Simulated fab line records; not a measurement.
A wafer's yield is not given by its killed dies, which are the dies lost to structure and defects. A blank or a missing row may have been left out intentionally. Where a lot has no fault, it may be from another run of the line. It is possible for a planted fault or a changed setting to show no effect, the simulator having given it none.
Split-lot experiment + flow n5_finfet + 21 wafers read from 7 lots, route of 1938 steps

ABOUT THE SPLIT
At N5_BEOL_M3_HM_DEP_02 (deposits TiN, target thk 20 nm), the setting target_thk_a was moved away from the recipe's 200 angstrom on 10 of the 21 wafers read, by -11.5% to +11.9%. This setting was run at the recipe's value on the other wafers.

FROM THE SPLIT TO THE READING: what the file shows between them, 14 steps
- N5_BEOL_M3_COAT_62: time 60 s, resist thk 12 nm (also split here: spin_rpm)
- N5_BEOL_M3_COAT_73: time 60 s, resist thk 5 nm
- N5_BEOL_M3_COAT_05: resist thk 30 nm
- N5_BEOL_M3_DESCUM_16: chemistry O2, time 7 s
- N5_BEOL_M3_ETCH_74: etches underlayer in N2/H2, target depth 6.5 nm, time 5.2 s
- N5_BEOL_M3_ETCH_63: etches SiARC in CF4, target depth 15.6 nm, time 26 s
- N5_BEOL_M3_ETCH_64: etches SOC in N2/H2, target depth 75 nm, overetch 15 nm, time 112.5 s
- N5_BEOL_M3_STRIP_65: strips in N2/H2
- N5_BEOL_M3_STRIP_75: strips in N2/H2
- N5_BEOL_M3_STRIP_66: strips in CF4
- N5_BEOL_M3_HM_OPEN_17: chemistry Cl2/BCl3, target TiN, target depth 20 nm, overetch 6 nm
- N5_BEOL_M3_STRIP_19: strips in O2
- N5_BEOL_M3_STRIP_83: strips in C4F6/O2
- N5_BEOL_M3_STRIP_36: strips in N2/H2

THE READING
TiN_of_BEOL_M3_HM_DEP_02.thk_nm (the simulator's own value, which no gauge read), in nm, at N5_BEOL_M3_TRENCH_ETCH_37 (etches SiOC in C4F6/O2, target depth 55.555 nm, time 29.2 s). The file gives no usual value for it. Across the 11 wafers here that went through the recipe, the average is 17.5 nm and the standard deviation 0.21 nm.

| wafer  | tool, chamber at the split | target_thk_a as run, angstrom | against the recipe | TiN_of_BEOL_M3_HM_DEP_02.thk_nm, nm | against lot-mates on the recipe |
|--------|----------------------------|-------------------------------|--------------------|-------------------------------------|---------------------------------|
| L074.3 | pvd_sputter-02, -          | 200                           | recipe             | 17.6                                | -                               |
| L074.5 | pvd_sputter-02, -          | 190.3                         | -4.8%              | 16.6                                | -1.0                            |
| L074.6 | pvd_sputter-02, -          | 190.3                         | -4.8%              | 16.6                                | -1.0                            |
| L077.1 | pvd_sputter-02, -          | 200                           | recipe             | 17.2                                | -                               |
| L077.4 | pvd_sputter-02, -          | 200                           | recipe             | 17.4                                | -                               |
| L077.5 | pvd_sputter-02, -          | 200                           | recipe             | 17.4                                | -                               |
| L086.1 | pvd_sputter-02, -          | 200                           | recipe             | 18                                  | -                               |
| L086.3 | pvd_sputter-02, -          | 200                           | recipe             | 17.6                                | -                               |
| L086.6 | pvd_sputter-02, -          | 207                           | +3.5%              | 18.8                                | +1.0                            |
| L087.1 | pvd_sputter-02, -          | 200                           | recipe             | 17.4                                | -                               |
| L087.6 | pvd_sputter-02, -          | 200                           | recipe             | 17.4                                | -                               |
| L087.2 | pvd_sputter-02, -          | 176.9                         | -11.5%             | 15.2                                | -2.2                            |
| L091.3 | pvd_sputter-03, -          | 200                           | recipe             | 17.8                                | -                               |
| L091.4 | pvd_sputter-03, -          | 200                           | recipe             | 17.6                                | -                               |
| L091.6 | pvd_sputter-03, -          | 222.5                         | +11.3%             | 20                                  | +2.3                            |
| L093.1 | pvd_sputter-02, -          | 223.8                         | +11.9%             | 19.8                                | +2.4                            |
| L093.2 | pvd_sputter-02, -          | 223.8                         | +11.9%             | 19.8                                | +2.4                            |
| L093.4 | pvd_sputter-02, -          | 200                           | recipe             | 17.4                                | -                               |
| L094.2 | pvd_sputter-02, -          | 219.9                         | +9.9%              | 19.2                                | no lot-mate on the recipe       |
| L094.4 | pvd_sputter-02, -          | 219.9                         | +9.9%              | 19.2                                | no lot-mate on the recipe       |
| L094.6 | pvd_sputter-02, -          | 219.9                         | +9.9%              | 19.4                                | no lot-mate on the recipe       |

FIT RESULTS
A straight line over all 21 wafers: TiN_of_BEOL_M3_HM_DEP_02.thk_nm changes by +0.193 nm for each +1% of target_thk_a; r = +0.98; the points scatter about the line by 0.24 nm.
The same after taking each lot's own level away (the mean of its wafers on the recipe; 18 wafers): +0.201 nm for each +1%; r = +1.00; scatter 0.12 nm.
According to that fit, moving target_thk_a by its largest amount changes the reading by 2.4 nm.
Across the lots, their own levels run from 17.33 to 17.80 nm, a range of 2.2 times the standard deviation given above.
Hence the lot-to-lot level has little effect on the slope; both slopes agree.
Check: with one of the wafers moved furthest among these (+11.9%) left out of the fit, the line predicts +2.42 nm for it against its lot-mates. Against them it came out at +2.4 nm.

OTHER SPLITS APPLIED TO THESE WAFERS
Other splits were also applied to these wafers ahead of the reading. Each is held against what the fit with the lots' levels taken away leaves over:
| other split on the same wafers              | wafers away from the commonest value | r with TiN_of_BEOL_M3_HM_DEP_02.thk_nm (lot level and that fit taken away) |
|---------------------------------------------|--------------------------------------|----------------------------------------------------------------------------|
| N5_BEOL_M0_SAQP_SPACER2_ALD_26 target_thk_a | 8                                    | -0.23                                                                      |
| N5_BEOL_M0_SAQP_COAT_87 temp_c              | 4                                    | -0.03                                                                      |
| N5_BEOL_M1_COAT_61 spin_rpm                 | 9                                    | +0.03                                                                      |
| N5_BEOL_M1_COAT_62 spin_rpm                 | 5                                    | -0.02                                                                      |
| N5_BEOL_M3_COAT_62 spin_rpm                 | 8                                    | +0.02                                                                      |

THE WHOLE CHAIN: every reading that the file lists as answering this split, in the file's order
| step                      | what it does                                                      | reading                                                                          | change (the file's fit)               | r (the file's) |
|---------------------------|-------------------------------------------------------------------|----------------------------------------------------------------------------------|---------------------------------------|----------------|
| N5_BEOL_M3_HM_DEP_02      | deposits TiN, target thk 20 nm                                    | TiN_of_BEOL_M3_HM_DEP_02.thk_nm (the simulator's own value, which no gauge read) | +0.206 nm for each +1% of the setting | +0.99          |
| N5_BEOL_M3_HM_OPEN_17     | chemistry Cl2/BCl3, target TiN, target depth 20 nm, overetch 6 nm | etch.depth_nm (the simulator's own value, which no gauge read)                   | +0.205 nm for each +1% of the setting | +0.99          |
| N5_BEOL_M3_TRENCH_ETCH_37 | etches SiOC in C4F6/O2, target depth 55.555 nm, time 29.2 s       | TiN_of_BEOL_M3_HM_DEP_02.thk_nm (the simulator's own value, which no gauge read) | +0.202 nm for each +1% of the setting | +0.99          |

THE FILE'S OWN FIT
TiN_of_BEOL_M3_HM_DEP_02.thk_nm changes by +0.202 nm for each +1% of target_thk_a, r = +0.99.
